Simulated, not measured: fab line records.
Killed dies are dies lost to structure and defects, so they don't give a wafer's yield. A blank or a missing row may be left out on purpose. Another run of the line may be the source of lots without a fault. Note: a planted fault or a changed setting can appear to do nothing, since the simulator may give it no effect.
Which tool did it? + flow n5-finfet + 11 lots, 33 wafers sampled, at 5 steps of a route of 1938

WHAT THE GAUGES SHOWED, per wafer
N5_PASSIVATION_OVL_MEAS_66. Usual: PASS_OPEN_OVL gives 2 nm (standard deviation 5.3).
| lot  | measured     | on         | PASS_OPEN_OVL (nm) | flag |
|------|--------------|------------|--------------------|------|
| L958 | day 13 02:28 | overlay-02 | -2 5 1             |      |
| L959 | day 13 07:59 | overlay-02 | 9 -1 4             |      |
| L965 | day 14 07:14 | overlay-01 | 2 3 3              |      |
| L964 | day 14 21:55 | overlay-02 | 1 1 2              |      |
| L963 | day 14 22:18 | overlay-01 | -9 -3 4            |      |
| L968 | day 15 01:28 | overlay-02 | -8 -8 -2           |      |
| L976 | day 17 06:44 | overlay-02 | 9 -2 -2            |      |
| L975 | day 17 10:38 | overlay-02 | -4 -6 -4           |      |
| L977 | day 17 11:34 | overlay-01 | 0 4 5              |      |
| L980 | day 18 14:04 | overlay-02 | 5 4 4              |      |
| L981 | day 18 17:46 | overlay-01 | 8 0 6              |      |

N5_PASSIVATION_INSPECT_67: inspects for defects (macro). Usual: 2.0 for raw-defect-count, sd 1.5.
| lot  | measured     | on                | raw-defect-count | flag |
|------|--------------|-------------------|------------------|------|
| L958 | day 13 02:29 | defect-inspect-01 | 2 0 2            |      |
| L959 | day 13 08:01 | defect-inspect-02 | 0 1 4            |      |
| L965 | day 14 07:15 | defect-inspect-01 | >300 >300 >300   | OFF  |
| L964 | day 14 21:57 | defect-inspect-01 | 1 4 2            |      |
| L963 | day 14 22:19 | defect-inspect-01 | 0 2 0            |      |
| L968 | day 15 01:29 | defect-inspect-01 | >300 >300 >300   | OFF  |
| L976 | day 17 06:46 | defect-inspect-02 | 3 0 4            |      |
| L975 | day 17 10:40 | defect-inspect-02 | 1 4 2            |      |
| L977 | day 17 11:36 | defect-inspect-01 | 1 4 2            |      |
| L980 | day 18 14:06 | defect-inspect-01 | 2 2 6            |      |
| L981 | day 18 17:48 | defect-inspect-02 | 2 1 0            |      |

TOOL THAT RAN EACH LOT (tool first, then ch and the chambers of the sampled wafers, then the start)
| lot  | N5_MIM_TOP_SPUTTER_03        | N5_PASSIVATION_DESCUM_32           | N5_PASSIVATION_PECVD_53         |
|------|------------------------------|------------------------------------|---------------------------------|
| L958 | pvd-sputter-01, day 12 17:34 | rie-diel-02 ch 0,1, day 13 00:03   | pecvd-01 ch 2, day 13 01:23     |
| L959 | pvd-sputter-01, day 13 00:07 | rie-diel-02 ch 2,3, day 13 06:19   | pecvd-03 ch 0,1, day 13 07:25   |
| L965 | pvd-sputter-03, day 14 01:06 | rie-diel-01 ch 1,2,3, day 14 05:33 | pecvd-03 ch 1,2, day 14 06:39   |
| L964 | pvd-sputter-02, day 14 13:08 | rie-diel-05 ch 0,2,3, day 14 20:07 | pecvd-01 ch 0,1, day 14 21:14   |
| L963 | pvd-sputter-02, day 14 14:36 | rie-diel-02 ch 1,2, day 14 20:35   | pecvd-01 ch 0,1, day 14 21:43   |
| L968 | pvd-sputter-03, day 14 18:05 | rie-diel-05 ch 2,3, day 14 23:37   | pecvd-03 ch 1,2, day 15 00:46   |
| L976 | pvd-sputter-02, day 16 23:29 | rie-diel-05 ch 0,1, day 17 04:50   | pecvd-04 ch 0,2, day 17 05:59   |
| L975 | pvd-sputter-02, day 17 00:28 | rie-diel-01 ch 1,3, day 17 08:58   | pecvd-01 ch 0,1, day 17 10:04   |
| L977 | pvd-sputter-02, day 17 02:52 | rie-diel-01 ch 1,2, day 17 09:29   | pecvd-04 ch 2, day 17 10:46     |
| L980 | pvd-sputter-03, day 18 02:23 | rie-diel-05 ch 1,2, day 18 11:38   | pecvd-04 ch 0,2, day 18 13:22   |
| L981 | pvd-sputter-03, day 18 07:00 | rie-diel-05 ch 2,3, day 18 15:55   | pecvd-04 ch 0,1,2, day 18 17:08 |
- N5_MIM_TOP_SPUTTER_03: material TiN, target thk 35 nm, time 89.7 s.
- N5_PASSIVATION_DESCUM_32: chemistry O2, time 7.9 s.
- N5_PASSIVATION_PECVD_53: deposits SiO2 from TEOS/O2, target thk 800 nm, time 169.4 s.

AS READ BY THE TOOLS THEMSELVES (means over the sampled wafers that have a number; for cases with no such wafer, the mark the record gives instead)
N5_MIM_TOP_SPUTTER_03. Usual: cathode-dc-power-W 3000.0 W, standard deviation 0.56; throttle-valve-pct 30.1 %, standard deviation 1.
| lot  | tool           | cathode-dc-power-W (W) | throttle-valve-pct (%) | flag |
|------|----------------|------------------------|------------------------|------|
| L958 | pvd-sputter-01 | 3000.0                 | 30.4                   |      |
| L959 | pvd-sputter-01 | 2999.5                 | 30.2                   |      |
| L965 | pvd-sputter-03 | 2999.9                 | 30.8                   |      |
| L964 | pvd-sputter-02 | 3000.5                 | 29.7                   |      |
| L963 | pvd-sputter-02 | 3000.5                 | 28.5                   |      |
| L968 | pvd-sputter-03 | 2999.8                 | 30.5                   |      |
| L976 | pvd-sputter-02 | 3000.4                 | 30.4                   |      |
| L975 | pvd-sputter-02 | 3000.5                 | 29.6                   |      |
| L977 | pvd-sputter-02 | 3000.1                 | 29.7                   |      |
| L980 | pvd-sputter-03 | 3000.0                 | 30.2                   |      |
| L981 | pvd-sputter-03 | 3000.3                 | 29.9                   |      |

N5_PASSIVATION_DESCUM_32. Usual: drypump-motor-current-A 5.9 A, standard deviation 0.47; oes-product-au 0.83 a.u., standard deviation 0.077; rf-vpp-V 243.9 V, standard deviation 1.3; showerhead-plenum-p-Torr 2.14 Torr, standard deviation 0.074; throttle-valve-pct 20.3 %, standard deviation 0.3.
| lot  | tool        | drypump-motor-current-A (A) | oes-product-au (a.u.) | rf-vpp-V (V) | showerhead-plenum-p-Torr (Torr) | throttle-valve-pct (%) | flag |
|------|-------------|-----------------------------|-----------------------|--------------|---------------------------------|------------------------|------|
| L958 | rie-diel-02 | 6.3                         | 0.74                  | 243.8        | 2.16                            | 20.1                   |      |
| L959 | rie-diel-02 | 5.7                         | 0.81                  | 244.1        | 2.14                            | 20.5                   |      |
| L965 | rie-diel-01 | 5.4                         | 0.74                  | 243.5        | 2.06                            | 20.4                   |      |
| L964 | rie-diel-05 | 5.8                         | 0.82                  | 244.5        | 2.18                            | 20.6                   |      |
| L963 | rie-diel-02 | 6.2                         | 0.81                  | 244.3        | 2.16                            | 20.1                   |      |
| L968 | rie-diel-05 | 5.8                         | 0.74                  | 245.3        | 2.18                            | 20.6                   |      |
| L976 | rie-diel-05 | 5.9                         | 0.89                  | 243.1        | 2.10                            | 20.3                   |      |
| L975 | rie-diel-01 | 5.8                         | 0.75                  | 242.6        | 2.12                            | 20.4                   |      |
| L977 | rie-diel-01 | 5.3                         | 0.88                  | 245.0        | 2.22                            | 20.3                   |      |
| L980 | rie-diel-05 | 5.9                         | 0.90                  | 243.9        | 2.10                            | 20.2                   |      |
| L981 | rie-diel-05 | 5.8                         | 0.88                  | 244.0        | 2.17                            | 20.4                   |      |

THE ANSWER, worked out from the rows above alone
Rule: lot off if the mean of its wafers having a number is beyond 3 standard deviations from the usual mean. Also off: a lot with no number at a reading for which 4 or more lots have one. The other lots that the step has rows for count as sound. The gauges are gone through in route order, then the tools' own readings, and for those a lot's mean is taken as printed above. At the first step where some lot is off, the reading lying furthest off is the one used; lots without a number count as furthest.
Off: L965, L968, at N5_PASSIVATION_INSPECT_67 (raw-defect-count). Without a number there: L965, L968.
If a tool, at a process step before that reading, ran all the lots that are off and no sound lot after the first of them, it fits. The gauges at N5_PASSIVATION_INSPECT_67 are tried like those tools. One candidate fits, namely pecvd-03 at N5_PASSIVATION_PECVD_53. A fault onset in the window from L959 (day 13 07:25, its last sound lot) to L965 (day 14 06:39, its first lot off) fits.

WHAT THE SIMULATOR PUT IN
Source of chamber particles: pecvd-03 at N5_PASSIVATION_PECVD_53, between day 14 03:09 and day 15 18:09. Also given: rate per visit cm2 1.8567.
Shown lots that were struck: L965, L968. The rule above found the same.
